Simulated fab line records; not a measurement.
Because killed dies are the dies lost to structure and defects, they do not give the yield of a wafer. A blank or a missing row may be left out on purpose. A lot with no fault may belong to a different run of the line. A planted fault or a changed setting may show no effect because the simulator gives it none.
Chamber matching ; flow n5Finfet ; rieDiel-01 running N5_BEOL_M6_STRIP_67: 4 sister chambers
The step strips in CF4. 8 wafers are shown with their chamber, then 7 later ones without.

WAFERS, EACH WITH ITS CHAMBER
wafer;chamber;drypumpMotorCurrentA (A);showerheadPlenumPTorr (Torr)
L832.4;1;6.1;1.87
L831.5;3;5.7;1.81
L836.1;0;5.5;1.84
L836.5;1;6.0;1.86
L842.5;2;5.8;1.81
L842.6;3;5.7;1.80
L845.2;2;5.9;1.81
L845.3;0;5.5;1.83

WAFERS WITH NO CHAMBER GIVEN
wafer;drypumpMotorCurrentA (A);showerheadPlenumPTorr (Torr)
L845.6;5.5;1.83
L844.1;5.7;1.80
L844.3;5.9;1.81
L844.4;6.0;1.86
L851.1;5.5;1.83
L851.5;6.1;1.85
L851.6;5.8;1.81

CHAMBER TAKEN BY EACH
wafer;from the rows above;in truth
L845.6;0;0
L844.1;3;3
L844.3;2;2
L844.4;1;1
L851.1;0;0
L851.5;1;1
L851.6;can't be placed: 2 or 3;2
6 of 7 placed correctly. Can't be placed from these rows: 1 (the true chamber is among the candidates in 1). Number placed wrongly: 0.
How it was worked out, from the rows above alone: a wafer's distance from a chamber is the root of the sum, over the readings, of the square of ((its reading less the chamber's mean) divided by the reading's scatter). If the next closest chamber is less than 2 further off than the closest, the wafer can't be placed; otherwise it belongs to the closest. The mean given for a chamber averages the wafers shown for that chamber. The scatter is the square root of a quotient: the sum, over the shown wafers, of each reading's squared deviation from its chamber's mean, divided by wafers minus chambers.
